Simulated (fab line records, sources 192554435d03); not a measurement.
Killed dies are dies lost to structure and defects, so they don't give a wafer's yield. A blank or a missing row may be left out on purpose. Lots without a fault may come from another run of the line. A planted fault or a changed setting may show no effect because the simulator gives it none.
Chamber matching | flow n5_finfet | N5_MOL_CONTACT_COAG_CMP_28 on cmp-01: 4 sister chambers
The step polishes, stops on SiNx, t overpolish 0.85 s, target thk 14.522 nm. 14 wafers are shown with their chamber, then 6 later ones without.

WAFERS WITH THEIR CHAMBER
wafer  | chamber | motor_current_A (A) | slurry_flow_ml_min | slurry_filter_dp_kPa (kPa)
L597.3 | 2       | 11.2                | 150.7              | 13.52
L597.5 | 1       | 13.7                | 149.1              | 13.42
L597.6 | 0       | 10.7                | 148.8              | 13.56
L598.1 | 2       | 11.8                | 149.5              | 13.62
L598.4 | 0       | 10.3                | 149.6              | 13.54
L598.6 | 0       | 10.5                | 149.9              | 13.62
L602.2 | 0       | 10.2                | 149.5              | 13.30
L602.5 | 2       | 11.2                | 150.9              | 13.33
L602.6 | 3       | 13.9                | 150.8              | 13.48
L603.3 | 3       | 13.4                | 149.7              | 13.60
L603.6 | 3       | 13.6                | 150.8              | 13.71
L604.1 | 1       | 14.3                | 149.1              | 13.29
L604.2 | 2       | 10.8                | 150.4              | 13.51
L604.5 | 0       | 10.7                | 150.5              | 13.38

SIGNATURES (means of the wafers above)
reading              | chamber 0 | chamber 1 | chamber 2 | chamber 3 | scatter within a chamber
motor_current_A      | 10.480    | 14.000    | 11.250    | 13.633    | 0.32
slurry_flow_ml_min   | 149.660   | 149.100   | 150.375   | 150.433   | 0.59
slurry_filter_dp_kPa | 13.4800   | 13.3550   | 13.4950   | 13.5967   | 0.123
Rule: a wafer's distance from a chamber is the root of the sum, over the readings, of the square of ((its reading less the chamber's mean) divided by the reading's scatter). The wafer belongs to the nearest chamber; if the next one is less than 2 further off, it can't be placed. The scatter: the root of (the sum of the squares of (reading less its chamber's mean) over the shown wafers, divided by (wafers less chambers)).

WAFERS WITHOUT THEIR CHAMBER
wafer  | motor_current_A (A) | slurry_flow_ml_min | slurry_filter_dp_kPa (kPa)
L614.2 | 10.6                | 151.2              | 13.61
L614.3 | 10.8                | 150.3              | 13.63
L614.5 | 14.2                | 150.0              | 13.42
L615.2 | 10.6                | 149.7              | 13.47
L615.4 | 13.6                | 149.8              | 13.61
L615.6 | 13.4                | 150.1              | 13.51

WHICH CHAMBER EACH WENT THROUGH
wafer  | from the rows above     | in truth
L614.2 | can't be placed: 2 or 0 | 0
L614.3 | can't be placed: 2 or 0 | 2
L614.5 | can't be placed: 1 or 3 | 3
L615.2 | can't be placed: 0 or 2 | 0
L615.4 | can't be placed: 3 or 1 | 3
L615.6 | can't be placed: 3 or 1 | 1
Placed correctly: 0 of 6. Can't be placed from these rows: 6 (the true chamber is among the candidates in 6). Placed wrongly: 0.
